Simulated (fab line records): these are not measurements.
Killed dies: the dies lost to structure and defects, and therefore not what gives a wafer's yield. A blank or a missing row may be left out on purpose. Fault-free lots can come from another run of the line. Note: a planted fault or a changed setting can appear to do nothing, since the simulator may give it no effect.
Struck lot and sound lot, side by side || flow n5-finfet || 23 out of 1938 route steps
Sound: wafers L368.2, L368.4, L368.6. Wafers struck: L369.1, L369.2, L369.5. At the end, the cause is stated.
Order at every step that has rows: each side's tool, ch and its chambers, its first start. Under that, the readings that differ: sound wafers || struck wafers || difference of the means || sigmas: that difference in standard deviations of wafers without a fault.
alike: readings with means less than 2 such deviations apart, plus words and numbers identical on both sides. not compared: withheld readings, readings lacking a value on some wafer, bounds such as >300 that could conceal the same value, and numbers that have no deviation in the record and whose values overlap.
Wherever a step has rows on one side only, a row that says differs or no value, or a row with sigmas, the two part there. Non-overlapping numbers with no deviation appear without sigmas and do not part them. A reading that every wafer of one side lacks parts them only if that side has two wafers or more.

first, 8 steps without rows for these wafers: N5_BEOL_M1_ECD_50 (material Cu, target thk 300 nm); N5_BEOL_M1_ANNEAL_51 (time 90 s); N5_BEOL_M1_CMP_52 (polishes, stops on SiOC, t overpolish 6.8 s, target thk 40 nm); N5_BEOL_M1_PRE_CLEAN_60 (time 15 s); N5_BEOL_M1_CO_CAP_55 (material Co, precursor CCTBA/H2, target thk 2 nm, time 102.1 s); N5_BEOL_M1_PRE_CLEAN_56 (time 15 s); N5_BEOL_M1_DEP_57 (deposits SiCN from 3MS/NH3, target thk 8 nm, time 14 s); N5_BEOL_M2_ILD_DEP_00 (deposits SiOC from DEMS/O2, target thk 79 nm, time 15.3 s).
N5_BEOL_M2_PECVD_72: deposits SiO2 from TEOS/O2, target thk 16 nm, time 18 s.
  sound on pecvd-04 ch 1, day 7 12:46; struck on pecvd-04 ch 0,1, day 7 17:56
  alike: heater-power-w, showerhead-plenum-p-Torr, throttle-valve-pct
then, 10 steps without rows for these wafers: N5_BEOL_M2_HM_DEP_02 (deposits TiN, target thk 20 nm); N5_BEOL_M2_COAT_61 (time 60 s, resist thk 60 nm); N5_BEOL_M2_COAT_62 (time 60 s, resist thk 12 nm); N5_BEOL_M2_COAT_73 (time 60 s, resist thk 5 nm); N5_BEOL_M2_COAT_05 (resist thk 30 nm); N5_BEOL_M2_EBR_07; N5_BEOL_M2_SOFTBAKE_06 (time 60 s); N5_BEOL_M2_EXPOSE_08 (exposes mask M2); N5_BEOL_M2_PEB_09 (peb time 60 s); N5_BEOL_M2_DEVELOP_10 (develop time 30 s).
N5_BEOL_M2_INSPECT_13: inspects for defects (brightfield).
  sound on defect-inspect-02, day 7 13:20; struck on defect-inspect-01, day 7 18:32
{"reading": "raw-defect-count", "sound": "396 345 361", "struck": "1150 1158 1046", "difference": "+751", "sigmas": "+8"}
then, 1 step without rows for these wafers: N5_BEOL_M2_DESCUM_16 (chemistry O2, time 7 s).
-- here the record skips 3 days between the struck wafers' starts before and after, leaving off in module BEOL_M2 and picking up in module BEOL_M4 (first step shown: number 1111 of the route) --
N5_BEOL_M4_RC_MEAS_101:
  sound on prober-01 ch 0, day 10 03:08; struck on prober-02 ch 0, day 10 16:11
  alike: DIBL_N, DIBL_P, IOFF_N, IOFF_P, ION_N, ION_P, SS_N, SS_P, VT_N, VT_P
-- record jumps: 5 days separate the struck wafers' starts on either side; left off in module BEOL_M4, taken up again in module PASSIVATION, whose first shown step is the route's number 1936 --
N5_PASSIVATION_PROBE_49:
  the record has rows for the struck wafers here (prober-01, day 15 09:28) and none for the sound ones

WHERE THEY PART
Last at N5_PASSIVATION_PROBE_49 as far as this record goes, first at N5_BEOL_M2_INSPECT_13.

WHY: the cause the simulator had injected
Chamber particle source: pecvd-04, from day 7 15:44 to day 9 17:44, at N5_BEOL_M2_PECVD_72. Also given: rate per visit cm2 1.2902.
